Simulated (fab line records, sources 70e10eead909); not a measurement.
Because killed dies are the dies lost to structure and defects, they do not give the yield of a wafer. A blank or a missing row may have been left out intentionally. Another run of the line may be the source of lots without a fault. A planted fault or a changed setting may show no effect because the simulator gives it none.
A lot that was struck, set against a sound lot ; flow nandHarc ; 15 out of 1302 route steps
Sound: these wafers, L692.2, L692.3, L692.6. The struck wafers were L693.1, L693.3, L693.4. Last of all comes the cause.
Order at every step that has rows: each side's tool, ch and its chambers, its first start. Under that, the readings that differ: sound wafers ; struck wafers ; difference of the means ; sigmas: that difference in standard deviations of wafers without a fault.
alike: readings with means less than 2 such deviations apart, plus words and numbers identical on both sides. not compared: withheld readings, readings lacking a value on some wafer, bounds such as >300 that could conceal the same value, and numbers that have no deviation in the record and whose values overlap.
Wherever a step has rows on one side only, a row that says differs or no value, or a row with sigmas, the two part there. Numbers that don't overlap but have no deviation are shown without sigmas and don't part them. Lack of a reading on every wafer of one side parts them only where that side has two or more wafers.

first, 1 step without rows for these wafers: NHARC_A_CHANNEL_HOLE_D1_SRD_29.
NHARC_A_CHANNEL_HOLE_D1_CD_MEAS_30:
  sound: cdSem-01 at day 10 04:01; struck: cdSem-02 at day 10 23:32
  alike: cdNm
NHARC_A_CHANNEL_HOLE_D1_XSEM_31:
  sound on xsem-02 ch 0, day 10 04:07; struck on xsem-01 ch 0, day 10 23:37
reading;sound;struck;difference;sigmas
tiltDeg (degrees);0.16 0.16 0.16;0.04 0.04 0.04;-0.12;-3
  alike: botCdNm, bowNm
NHARC_A_CHANNEL_HOLE_D1_INSPECT_40:
  sound: defectInspect-01 at day 10 04:12; struck: defectInspect-02 at day 10 23:43
  alike: rawDefectCount
then, 2 steps without rows for these wafers: NHARC_A_CHANNEL_FILL_D1_PRECLEAN_00 (cleans in SC1); NHARC_A_CHANNEL_FILL_D1_SRD_01.
NHARC_A_CHANNEL_FILL_D1_ALD_02: deposits SiO2, target thk 6 nm, pulse time 10 s, ald cycles 60.
  sound on aldHk-04 ch 0,1,2, day 10 04:32; struck on aldHk-02 ch 0,1,2, day 10 23:59
  alike: heaterPowerW, precursorPulseHeightRel
NHARC_A_CHANNEL_FILL_D1_ALD_03: deposits SiNx, target thk 6 nm, pulse time 60 s, ald cycles 58.
  sound on aldSinBatch-03 ch 0; struck on aldSinBatch-02 ch 0
  alike: precursorPulseHeightRel
then, 1 step without rows for these wafers: NHARC_A_CHANNEL_FILL_D1_ALD_14 (deposits SiO2, target thk 2.5 nm, pulse time 10 s, ald cycles 25).
NHARC_A_CHANNEL_FILL_D1_ALD_15: deposits SiNx, target thk 2 nm, pulse time 60 s, ald cycles 19.
  sound on aldSinBatch-01 ch 0; struck on aldSinBatch-03 ch 0
  alike: precursorPulseHeightRel
then, 2 steps without rows for these wafers: NHARC_A_CHANNEL_FILL_D1_ALD_16 (deposits SiO2, target thk 1.5 nm, pulse time 10 s, ald cycles 15); NHARC_A_CHANNEL_FILL_D1_ANNEAL_17 (time 1800 s).
NHARC_A_CHANNEL_FILL_D1_CVD_18: deposits poly-Si, target thk 3 nm.
  sound on lpcvdPoly-03 ch 0, day 11 05:50; struck on lpcvdPoly-03 ch 0, day 11 23:11
  alike: spikeTcUpperC, zonePowerTopPct
NHARC_A_CHANNEL_FILL_D1_ETCHBACK_19: etches the open film in HBr/Cl2, target depth 5 nm, time 1.7 s.
  sound on rieSi-06 ch 1,2, day 11 07:55; struck on rieSi-05 ch 1,2,3, day 12 01:35
reading;sound;struck;difference;sigmas
drypumpMotorCurrentA (A);6.0 6.6 6.5;5.3 5.6 5.7;-0.8;-2
  alike: oesProductAu, throttleValvePct
  not compared: rfHoursCounterH
-- record jumps: 14 days between struck wafers' starts before vs after; left off in module A_CHANNEL_FILL_D1, resumes in module END, first step shown is number 1302 of the route --
NHARC_END_SORT_01:
  at this point the record logs the struck wafers (prober-02 ch 0, day 26 05:19) and has no rows for the sound ones

## WHERE THEY PART
First at NHARC_A_CHANNEL_HOLE_D1_XSEM_31; last, within this record, at NHARC_END_SORT_01.

WHY: what had been put in by the simulator
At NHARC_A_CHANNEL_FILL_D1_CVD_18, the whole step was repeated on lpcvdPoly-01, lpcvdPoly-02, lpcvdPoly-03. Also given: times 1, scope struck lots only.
